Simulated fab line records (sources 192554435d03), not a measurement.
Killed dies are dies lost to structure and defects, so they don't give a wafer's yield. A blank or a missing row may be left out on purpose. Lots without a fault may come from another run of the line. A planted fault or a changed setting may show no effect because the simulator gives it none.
Which tool is to blame? / flow n5 finfet / Sampling: 11 lots, 30 wafers, 4 of 1938 route steps

== WHAT THE GAUGES SHOWED, per wafer ==
The record lacks any reading of a measuring or inspecting step that a usual standard deviation could be used to judge.

== TOOL THAT RAN EACH LOT (tool first, then ch and the chambers of the sampled wafers, then the start) ==
lot=L803; N5_FIN_SAQP_ETCH_51=rie diel-01 ch 0,2,3, day 1 22:15; N5_FIN_SAQP_ETCH_57=rie diel-01 ch 0,1, day 2 00:18; N5_FIN_SAQP_STRIP_70=rie diel-03 ch 0,1,2, day 2 01:07; N5_FIN_SAQP_SPACER2_ALD_28=ald sin-02 ch 1,2,3, day 2 01:36
lot=L804; N5_FIN_SAQP_ETCH_51=rie diel-04 ch 0,1, day 2 04:06; N5_FIN_SAQP_ETCH_57=rie diel-03 ch 0,2, day 2 06:08; N5_FIN_SAQP_STRIP_70=rie diel-04 ch 0,1,3, day 2 06:55; N5_FIN_SAQP_SPACER2_ALD_28=ald sin-01 ch 1,2,3, day 2 07:07
lot=L806; N5_FIN_SAQP_ETCH_51=rie diel-03 ch 0,1,2, day 2 15:36; N5_FIN_SAQP_ETCH_57=rie diel-03 ch 1,3, day 2 17:41; N5_FIN_SAQP_STRIP_70=rie diel-03 ch 0,2, day 2 18:27; N5_FIN_SAQP_SPACER2_ALD_28=ald sin-01 ch 0,1, day 2 18:39
lot=L807; N5_FIN_SAQP_ETCH_51=rie diel-01 ch 0,2,3, day 2 21:56; N5_FIN_SAQP_ETCH_57=rie diel-03 ch 1,2,3, day 2 23:58; N5_FIN_SAQP_STRIP_70=rie diel-04 ch 1,3, day 3 00:44; N5_FIN_SAQP_SPACER2_ALD_28=ald sin-01 ch 0,2, day 3 00:56
lot=L810; N5_FIN_SAQP_ETCH_51=rie diel-01 ch 2,3, day 3 16:25; N5_FIN_SAQP_ETCH_57=rie diel-04 ch 0,2, day 3 18:27; N5_FIN_SAQP_STRIP_70=rie diel-03 ch 0,1,3, day 3 19:13; N5_FIN_SAQP_SPACER2_ALD_28=ald sin-02 ch 1,2, day 3 19:25
lot=L811; N5_FIN_SAQP_ETCH_51=rie diel-03 ch 2,3, day 3 22:17; N5_FIN_SAQP_ETCH_57=rie diel-01 ch 0,1, day 4 00:37; N5_FIN_SAQP_STRIP_70=rie diel-03 ch 1,2,3, day 4 01:28; N5_FIN_SAQP_SPACER2_ALD_28=ald sin-02 ch 0,1,2, day 4 01:40
lot=L812; N5_FIN_SAQP_ETCH_51=rie diel-04 ch 1,2,3, day 4 04:33; N5_FIN_SAQP_ETCH_57=rie diel-04 ch 2,3, day 4 06:34; N5_FIN_SAQP_STRIP_70=rie diel-03 ch 1,2,3, day 4 07:28; N5_FIN_SAQP_SPACER2_ALD_28=ald sin-04 ch 0,2,3, day 4 07:40
lot=L814; N5_FIN_SAQP_ETCH_51=rie diel-01 ch 0,1,3, day 4 16:20; N5_FIN_SAQP_ETCH_57=rie diel-04 ch 1,2, day 4 19:06; N5_FIN_SAQP_STRIP_70=rie diel-01 ch 0,3, day 4 19:52; N5_FIN_SAQP_SPACER2_ALD_28=ald sin-01 ch 1,2,3, day 4 20:10
lot=L820; N5_FIN_SAQP_ETCH_51=rie diel-01 ch 1,3, day 6 03:47; N5_FIN_SAQP_ETCH_57=rie diel-03 ch 0,1, day 6 05:48; N5_FIN_SAQP_STRIP_70=rie diel-03 ch 1,3, day 6 06:34; N5_FIN_SAQP_SPACER2_ALD_28=ald sin-02 ch 1,3, day 6 06:51
lot=L823; N5_FIN_SAQP_ETCH_51=rie diel-01 ch 1,3, day 6 22:42; N5_FIN_SAQP_ETCH_57=rie diel-04 ch 0,1, day 7 00:43; N5_FIN_SAQP_STRIP_70=rie diel-01 ch 1, day 7 01:31; N5_FIN_SAQP_SPACER2_ALD_28=ald sin-02 ch 2,3, day 7 01:43
lot=L824; N5_FIN_SAQP_ETCH_51=rie diel-01 ch 1,3, day 7 04:07; N5_FIN_SAQP_ETCH_57=rie diel-03 ch 1,2, day 7 06:08; N5_FIN_SAQP_STRIP_70=rie diel-04 ch 2,3, day 7 07:16; N5_FIN_SAQP_SPACER2_ALD_28=ald sin-01 ch 3, day 7 07:29
- N5_FIN_SAQP_ETCH_51: etches SiARC in CF4, target depth 45.5 nm, time 75.8 s.
- N5_FIN_SAQP_ETCH_57: etches SiNx in CH3F/O2, target depth 32.5 nm, time 46.4 s.
- N5_FIN_SAQP_STRIP_70: strips in N2/H2.
- N5_FIN_SAQP_SPACER2_ALD_28: deposits SiO2, target thk 8.1 nm, pulse time 1 s, purge time 2 s.

== WHAT THE TOOLS THEMSELVES READ (means of the sampled wafers that have a number; where no wafer has one, the mark that the record gives instead) ==
N5_FIN_SAQP_ETCH_51. Usual: value, then standard deviation, for each; drypump motor current A 5.6 A / 0.51; etch rf on time s 75.8 s / 1.2; oes product au 0.69 a.u. / 0.085; rf fwd power W 538.7 W / 2.5; rf vpp V 184.1 V / 1.2; showerhead plenum p Torr 2.14 Torr / 0.086; throttle valve pct 15.60 % / 0.21.
lot=L803; tool=rie diel-01; drypump motor current A (A)=5.8; etch rf on time s (s)=77.4; oes product au (a.u.)=0.64; rf fwd power W (W)=537.1; rf vpp V (V)=183.8; showerhead plenum p Torr (Torr)=2.11; throttle valve pct (%)=15.71; flag=
lot=L804; tool=rie diel-04; drypump motor current A (A)=5.2; etch rf on time s (s)=77.1; oes product au (a.u.)=0.58; rf fwd power W (W)=538.2; rf vpp V (V)=183.6; showerhead plenum p Torr (Torr)=2.08; throttle valve pct (%)=15.75; flag=
lot=L806; tool=rie diel-03; drypump motor current A (A)=5.7; etch rf on time s (s)=75.6; oes product au (a.u.)=0.69; rf fwd power W (W)=536.5; rf vpp V (V)=184.3; showerhead plenum p Torr (Torr)=2.15; throttle valve pct (%)=15.58; flag=
lot=L807; tool=rie diel-01; drypump motor current A (A)=5.7; etch rf on time s (s)=76.6; oes product au (a.u.)=0.64; rf fwd power W (W)=538.2; rf vpp V (V)=183.8; showerhead plenum p Torr (Torr)=2.10; throttle valve pct (%)=15.73; flag=
lot=L810; tool=rie diel-01; drypump motor current A (A)=6.0; etch rf on time s (s)=76.6; oes product au (a.u.)=0.58; rf fwd power W (W)=534.7; rf vpp V (V)=182.8; showerhead plenum p Torr (Torr)=2.08; throttle valve pct (%)=15.94; flag=
lot=L811; tool=rie diel-03; drypump motor current A (A)=5.1; etch rf on time s (s)=76.1; oes product au (a.u.)=0.64; rf fwd power W (W)=539.7; rf vpp V (V)=183.1; showerhead plenum p Torr (Torr)=2.11; throttle valve pct (%)=15.76; flag=
lot=L812; tool=rie diel-04; drypump motor current A (A)=5.7; etch rf on time s (s)=76.7; oes product au (a.u.)=0.63; rf fwd power W (W)=539.0; rf vpp V (V)=183.4; showerhead plenum p Torr (Torr)=2.08; throttle valve pct (%)=15.63; flag=
lot=L814; tool=rie diel-01; drypump motor current A (A)=5.7; etch rf on time s (s)=75.2; oes product au (a.u.)=0.78; rf fwd power W (W)=538.4; rf vpp V (V)=184.4; showerhead plenum p Torr (Torr)=2.19; throttle valve pct (%)=15.47; flag=
lot=L820; tool=rie diel-01; drypump motor current A (A)=5.7; etch rf on time s (s)=63.0; oes product au (a.u.)=0.89; rf fwd power W (W)=534.6; rf vpp V (V)=184.0; showerhead plenum p Torr (Torr)=2.19; throttle valve pct (%)=15.50; flag=OFF
lot=L823; tool=rie diel-01; drypump motor current A (A)=5.7; etch rf on time s (s)=62.1; oes product au (a.u.)=0.90; rf fwd power W (W)=536.4; rf vpp V (V)=183.8; showerhead plenum p Torr (Torr)=2.19; throttle valve pct (%)=15.51; flag=OFF
lot=L824; tool=rie diel-01; drypump motor current A (A)=5.7; etch rf on time s (s)=62.7; oes product au (a.u.)=0.89; rf fwd power W (W)=536.1; rf vpp V (V)=185.8; showerhead plenum p Torr (Torr)=2.19; throttle valve pct (%)=15.50; flag=OFF

N5_FIN_SAQP_ETCH_57. Usual: value, then standard deviation, for each; drypump motor current A 5.6 A / 0.53; etch rf on time s 46.1 s / 0.89; oes product au 0.69 a.u. / 0.087; rf fwd power W 387.5 W / 2; rf vpp V 298 V / 3.3; showerhead plenum p Torr 2.01 Torr / 0.084; throttle valve pct 16.31 % / 0.23.
lot=L803; tool=rie diel-01; drypump motor current A (A)=5.5; etch rf on time s (s)=46.5; oes product au (a.u.)=0.69; rf fwd power W (W)=388.8; rf vpp V (V)=299; showerhead plenum p Torr (Torr)=1.98; throttle valve pct (%)=16.29; flag=
lot=L804; tool=rie diel-03; drypump motor current A (A)=5.4; etch rf on time s (s)=46.7; oes product au (a.u.)=0.63; rf fwd power W (W)=387.2; rf vpp V (V)=295; showerhead plenum p Torr (Torr)=1.94; throttle valve pct (%)=16.38; flag=
lot=L806; tool=rie diel-03; drypump motor current A (A)=5.4; etch rf on time s (s)=45.4; oes product au (a.u.)=0.71; rf fwd power W (W)=387.8; rf vpp V (V)=299; showerhead plenum p Torr (Torr)=2.10; throttle valve pct (%)=16.42; flag=
lot=L807; tool=rie diel-03; drypump motor current A (A)=5.6; etch rf on time s (s)=45.7; oes product au (a.u.)=0.70; rf fwd power W (W)=387.9; rf vpp V (V)=298; showerhead plenum p Torr (Torr)=2.04; throttle valve pct (%)=16.39; flag=
lot=L810; tool=rie diel-04; drypump motor current A (A)=5.8; etch rf on time s (s)=47.0; oes product au (a.u.)=0.76; rf fwd power W (W)=386.8; rf vpp V (V)=297; showerhead plenum p Torr (Torr)=2.01; throttle valve pct (%)=16.06; flag=
lot=L811; tool=rie diel-01; drypump motor current A (A)=5.3; etch rf on time s (s)=45.5; oes product au (a.u.)=0.80; rf fwd power W (W)=387.0; rf vpp V (V)=302; showerhead plenum p Torr (Torr)=2.10; throttle valve pct (%)=16.16; flag=
lot=L812; tool=rie diel-04; drypump motor current A (A)=6.1; etch rf on time s (s)=47.0; oes product au (a.u.)=0.67; rf fwd power W (W)=389.4; rf vpp V (V)=294; showerhead plenum p Torr (Torr)=1.99; throttle valve pct (%)=16.25; flag=
lot=L814; tool=rie diel-04; drypump motor current A (A)=5.7; etch rf on time s (s)=46.0; oes product au (a.u.)=0.67; rf fwd power W (W)=388.7; rf vpp V (V)=295; showerhead plenum p Torr (Torr)=1.98; throttle valve pct (%)=16.16; flag=
lot=L820; tool=rie diel-03; drypump motor current A (A)=6.0; etch rf on time s (s)=45.5; oes product au (a.u.)=0.68; rf fwd power W (W)=388.3; rf vpp V (V)=298; showerhead plenum p Torr (Torr)=2.04; throttle valve pct (%)=16.27; flag=
lot=L823; tool=rie diel-04; drypump motor current A (A)=5.2; etch rf on time s (s)=46.2; oes product au (a.u.)=0.78; rf fwd power W (W)=385.7; rf vpp V (V)=302; showerhead plenum p Torr (Torr)=2.04; throttle valve pct (%)=16.04; flag=
lot=L824; tool=rie diel-03; drypump motor current A (A)=5.9; etch rf on time s (s)=46.0; oes product au (a.u.)=0.69; rf fwd power W (W)=388.2; rf vpp V (V)=298; showerhead plenum p Torr (Torr)=2.02; throttle valve pct (%)=16.35; flag=

N5_FIN_SAQP_STRIP_70. Usual: drypump motor current A 5.6 A, standard deviation 0.53; oes product au 0.81 a.u., standard deviation 0.1; rf fwd power W 493.8 W, standard deviation 2.1; rf vpp V 122.0 V, standard deviation 1.1; showerhead plenum p Torr 3.38 Torr, standard deviation 0.13; throttle valve pct 18.9 %, standard deviation 0.31.
lot=L803; tool=rie diel-03; drypump motor current A (A)=5.8; oes product au (a.u.)=0.83; rf fwd power W (W)=493.5; rf vpp V (V)=121.8; showerhead plenum p Torr (Torr)=3.38; throttle valve pct (%)=18.9; flag=
lot=L804; tool=rie diel-04; drypump motor current A (A)=5.5; oes product au (a.u.)=0.68; rf fwd power W (W)=495.2; rf vpp V (V)=120.5; showerhead plenum p Torr (Torr)=3.23; throttle valve pct (%)=19.1; flag=
lot=L806; tool=rie diel-03; drypump motor current A (A)=5.4; oes product au (a.u.)=0.74; rf fwd power W (W)=492.9; rf vpp V (V)=121.1; showerhead plenum p Torr (Torr)=3.26; throttle valve pct (%)=19.0; flag=
lot=L807; tool=rie diel-04; drypump motor current A (A)=5.8; oes product au (a.u.)=0.71; rf fwd power W (W)=495.8; rf vpp V (V)=120.5; showerhead plenum p Torr (Torr)=3.19; throttle valve pct (%)=19.1; flag=
lot=L810; tool=rie diel-03; drypump motor current A (A)=5.6; oes product au (a.u.)=0.80; rf fwd power W (W)=494.2; rf vpp V (V)=122.7; showerhead plenum p Torr (Torr)=3.46; throttle valve pct (%)=19.0; flag=
lot=L811; tool=rie diel-03; drypump motor current A (A)=5.5; oes product au (a.u.)=0.82; rf fwd power W (W)=493.0; rf vpp V (V)=122.9; showerhead plenum p Torr (Torr)=3.43; throttle valve pct (%)=19.2; flag=
lot=L812; tool=rie diel-03; drypump motor current A (A)=5.6; oes product au (a.u.)=0.80; rf fwd power W (W)=493.9; rf vpp V (V)=121.1; showerhead plenum p Torr (Torr)=3.43; throttle valve pct (%)=19.2; flag=
lot=L814; tool=rie diel-01; drypump motor current A (A)=5.9; oes product au (a.u.)=0.88; rf fwd power W (W)=494.8; rf vpp V (V)=122.4; showerhead plenum p Torr (Torr)=3.36; throttle valve pct (%)=18.7; flag=
lot=L820; tool=rie diel-03; drypump motor current A (A)=5.7; oes product au (a.u.)=0.81; rf fwd power W (W)=494.1; rf vpp V (V)=122.9; showerhead plenum p Torr (Torr)=3.52; throttle valve pct (%)=19.2; flag=
lot=L823; tool=rie diel-01; drypump motor current A (A)=5.1; oes product au (a.u.)=0.91; rf fwd power W (W)=493.9; rf vpp V (V)=122.8; showerhead plenum p Torr (Torr)=3.57; throttle valve pct (%)=18.8; flag=
lot=L824; tool=rie diel-04; drypump motor current A (A)=6.0; oes product au (a.u.)=0.75; rf fwd power W (W)=495.6; rf vpp V (V)=121.2; showerhead plenum p Torr (Torr)=3.28; throttle valve pct (%)=18.8; flag=

N5_FIN_SAQP_SPACER2_ALD_28. Usual: heater power outer w 271 W, standard deviation 40; heater power w 481 W, standard deviation 57; precursor pulse height rel 1.001, standard deviation 0.022.
lot=L803; tool=ald sin-02; heater power outer w (W)=252; heater power w (W)=461; precursor pulse height rel=0.985; flag=
lot=L804; tool=ald sin-01; heater power outer w (W)=295; heater power w (W)=511; precursor pulse height rel=1.002; flag=
lot=L806; tool=ald sin-01; heater power outer w (W)=253; heater power w (W)=448; precursor pulse height rel=0.984; flag=
lot=L807; tool=ald sin-01; heater power outer w (W)=282; heater power w (W)=489; precursor pulse height rel=1.005; flag=
lot=L810; tool=ald sin-02; heater power outer w (W)=251; heater power w (W)=454; precursor pulse height rel=0.994; flag=
lot=L811; tool=ald sin-02; heater power outer w (W)=241; heater power w (W)=442; precursor pulse height rel=1.007; flag=
lot=L812; tool=ald sin-04; heater power outer w (W)=250; heater power w (W)=464; precursor pulse height rel=1.012; flag=
lot=L814; tool=ald sin-01; heater power outer w (W)=296; heater power w (W)=518; precursor pulse height rel=0.994; flag=
lot=L820; tool=ald sin-02; heater power outer w (W)=253; heater power w (W)=459; precursor pulse height rel=1.004; flag=
lot=L823; tool=ald sin-02; heater power outer w (W)=252; heater power w (W)=456; precursor pulse height rel=0.969; flag=
lot=L824; tool=ald sin-01; heater power outer w (W)=305; heater power w (W)=512; precursor pulse height rel=0.976; flag=

== THE ANSWER, worked out from the rows above alone ==
Rule: lot off if the mean of its wafers having a number is beyond 3 standard deviations from the usual mean. Also off: a lot with no number at a reading for which 4 or more lots have one. Where the step has rows for the other lots, those lots are counted as sound. After the gauges, taken in route order, come the tools' own readings; for these a lot's mean is taken, as printed above. At the first step where some lot is off, the reading lying furthest off is the one used; lots without a number count as furthest.
Off, at N5_FIN_SAQP_ETCH_51 on etch rf on time s: L820, L823, L824.
A tool fits if, at that step or a process step before it, it ran every lot that is off, and no sound lot after the first of them. One candidate fits, namely rie diel-01 at N5_FIN_SAQP_ETCH_51. Its last sound lot is L814 (day 4 16:20), its first lot that is off L820 (day 6 03:47): a fault that began between those two fits.
On the lots that are off, the tool's own readings at N5_FIN_SAQP_ETCH_51 differ by more than 5 times the standard deviation of the sound lots' means, which bears it out; etch rf on time s reads 62.6 s there versus 76.4 s on the sound lots.

== WHAT THE SIMULATOR PUT IN ==
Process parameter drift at N5_FIN_SAQP_ETCH_51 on rie diel-01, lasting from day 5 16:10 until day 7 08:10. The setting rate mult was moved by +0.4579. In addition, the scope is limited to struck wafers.
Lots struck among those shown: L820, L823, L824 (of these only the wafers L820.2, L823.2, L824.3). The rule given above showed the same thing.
